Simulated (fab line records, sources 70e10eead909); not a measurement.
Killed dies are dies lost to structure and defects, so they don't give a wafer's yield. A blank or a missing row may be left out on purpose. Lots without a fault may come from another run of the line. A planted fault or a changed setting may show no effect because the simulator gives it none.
One fault seen from 2 desks | flow nand_harc | each desk has only its own numbers; what lay behind them comes last

THE DEFECT DESK
What the inspections along the route counted, lot by lot: means of the sampled wafers that have a number. A lot is out of limits, marked OUT, if its mean lies more than 4 standard deviations from the usual mean; the brackets give that distance.
Columns: A = raw_defect_count at NHARC_A_M1_INSPECT_27, usual 453
lot  | first seen here | A
L438 | day 17 13:13    | 628
L441 | day 18 02:10    | 682
L440 | day 18 12:59    | 519
L443 | day 18 19:16    | 420
L445 | day 20 04:52    | 370
L446 | day 20 07:19    | 402
L451 | day 21 07:00    | 366
L455 | day 22 01:20    | 519
L456 | day 22 13:22    | 610
L460 | day 22 19:11    | 371
L457 | day 22 22:59    | 420
L461 | day 23 13:01    | 488
This desk's finding: nothing out of limits on any of the 12 lots.

THE TOOL OWNER'S DESK: ecd_cu-02
The tool's own readings at NHARC_A_M1_ECD_22 (material Cu, target thk 400 nm): means of the sampled wafers that have a number, for each lot that ran on this tool. A lot is out of limits, marked OUT, if its mean lies more than 4 standard deviations from the usual mean; the brackets give that distance.
Columns: A = bath_heat_duty_pct at NHARC_A_M1_ECD_22, usual 6.6 %
lot  | first seen here | A
L438 | day 17 12:07    | 6.0
L440 | day 18 11:50    | 6.9
L443 | day 18 18:04    | 6.5
L445 | day 20 03:40    | 7.3
L446 | day 20 06:06    | 6.2
L451 | day 21 05:47    | 7.3
This desk's finding: nothing out of limits on any of the 6 lots.

PUT TOGETHER
The defect desk saw nothing out of limits.
The tool owner's desk saw nothing out of limits.

WHAT THE SIMULATOR HAD PUT IN
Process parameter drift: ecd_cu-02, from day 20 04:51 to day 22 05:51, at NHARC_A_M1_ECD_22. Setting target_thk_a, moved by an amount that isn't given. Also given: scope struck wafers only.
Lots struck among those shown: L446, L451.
